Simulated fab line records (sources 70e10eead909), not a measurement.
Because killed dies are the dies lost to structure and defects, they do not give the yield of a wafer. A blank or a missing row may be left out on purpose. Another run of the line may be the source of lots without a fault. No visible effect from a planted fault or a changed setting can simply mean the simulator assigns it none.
One fault through the eyes of 2 desks || flow nand_harc || only its own numbers are on each desk; what lay behind them is given at the end

THE TOOL OWNER'S DESK: furnace-03
The tool's own readings at NHARC_A_DECK1_JOINT_ANNEAL_29 (time 1800 s): means of the sampled wafers that have a number, for each lot that ran on this tool. Marked OUT: a lot whose mean sits more than 4 standard deviations from the usual mean, which makes it out of limits; the brackets give that distance.
Columns: A = ramp_down_c_per_min at NHARC_A_DECK1_JOINT_ANNEAL_29, usual 3.0000; B = ramp_up_c_per_min at NHARC_A_DECK1_JOINT_ANNEAL_29, usual 9.9998; C = spike_tc_centre_C at NHARC_A_DECK1_JOINT_ANNEAL_29, usual 751.0 C; D = spike_tc_lower_C at NHARC_A_DECK1_JOINT_ANNEAL_29, usual 751.5 C; E = zone_power_upper_pct at NHARC_A_DECK1_JOINT_ANNEAL_29, usual 14.1 %
{"lot": "L877", "first seen here": "day 12 14:17", "A": 2.9997, "B": 10.0002, "C": 751.4, "D": 752.1, "E": 14.7}
{"lot": "L879", "first seen here": "day 13 07:28", "A": 3.0005, "B": 10.0000, "C": 751.1, "D": 752.1, "E": 14.8}
{"lot": "L880", "first seen here": "day 13 07:28", "A": 3.0004, "B": 9.9992, "C": 751.0, "D": 752.3, "E": 14.7}
{"lot": "L892", "first seen here": "day 18 06:00", "A": 3.0000, "B": 9.9992, "C": 750.7, "D": 752.4, "E": 14.9}
{"lot": "L894", "first seen here": "day 19 02:58", "A": 3.0000, "B": 9.9990, "C": 751.5, "D": 750.5, "E": 14.7}
{"lot": "L897", "first seen here": "day 20 16:10", "A": 2.9996, "B": 9.9988, "C": 750.1, "D": 751.4, "E": 14.8}
{"lot": "L898", "first seen here": "day 21 02:02", "A": 3.0004, "B": 10.0006, "C": 750.7, "D": 752.0, "E": 14.8}
{"lot": "L899", "first seen here": "day 21 14:52", "A": 3.0000, "B": 9.9997, "C": 750.6, "D": 750.5, "E": 14.7}
{"lot": "L900", "first seen here": "day 22 06:02", "A": 3.0002, "B": 9.9991, "C": 751.2, "D": 750.7, "E": 14.9}
This desk found nothing out of limits on any of the 9 lots.

THE METROLOGY DESK
Lot by lot, what the gauges showed, no matter which tool ran the lot: averages of those sampled wafers that carry a number. Marked OUT: a lot whose mean sits more than 4 standard deviations from the usual mean, which makes it out of limits; the brackets give that distance.
Columns: A = thk_nm at NHARC_A_DECK1_JOINT_THK_MEAS_17, usual 44.7 nm
{"lot": "L877", "first seen here": "day 12 17:37", "A": 43.6}
{"lot": "L878", "first seen here": "day 13 02:50", "A": 45.0}
{"lot": "L880", "first seen here": "day 13 10:47", "A": 44.8}
{"lot": "L879", "first seen here": "day 13 10:48", "A": 43.9}
{"lot": "L887", "first seen here": "day 16 08:36", "A": 44.7}
{"lot": "L889", "first seen here": "day 17 03:10", "A": 45.6}
{"lot": "L888", "first seen here": "day 17 03:11", "A": 44.6}
{"lot": "L890", "first seen here": "day 17 15:01", "A": 43.7}
{"lot": "L892", "first seen here": "day 18 09:29", "A": 44.8}
{"lot": "L894", "first seen here": "day 19 06:22", "A": 45.2}
{"lot": "L896", "first seen here": "day 20 10:37", "A": 44.7}
{"lot": "L897", "first seen here": "day 20 19:28", "A": 45.1}
{"lot": "L898", "first seen here": "day 21 05:24", "A": 44.1}
{"lot": "L899", "first seen here": "day 21 18:14", "A": 43.7}
{"lot": "L900", "first seen here": "day 22 09:21", "A": 44.4}
This desk found nothing out of limits on any of the 15 lots.

ALL TOGETHER
Nothing out of limits was seen by the tool owner's desk.
Nothing out of limits was seen by the metrology desk.

WHAT THE SIMULATOR HAD PUT IN
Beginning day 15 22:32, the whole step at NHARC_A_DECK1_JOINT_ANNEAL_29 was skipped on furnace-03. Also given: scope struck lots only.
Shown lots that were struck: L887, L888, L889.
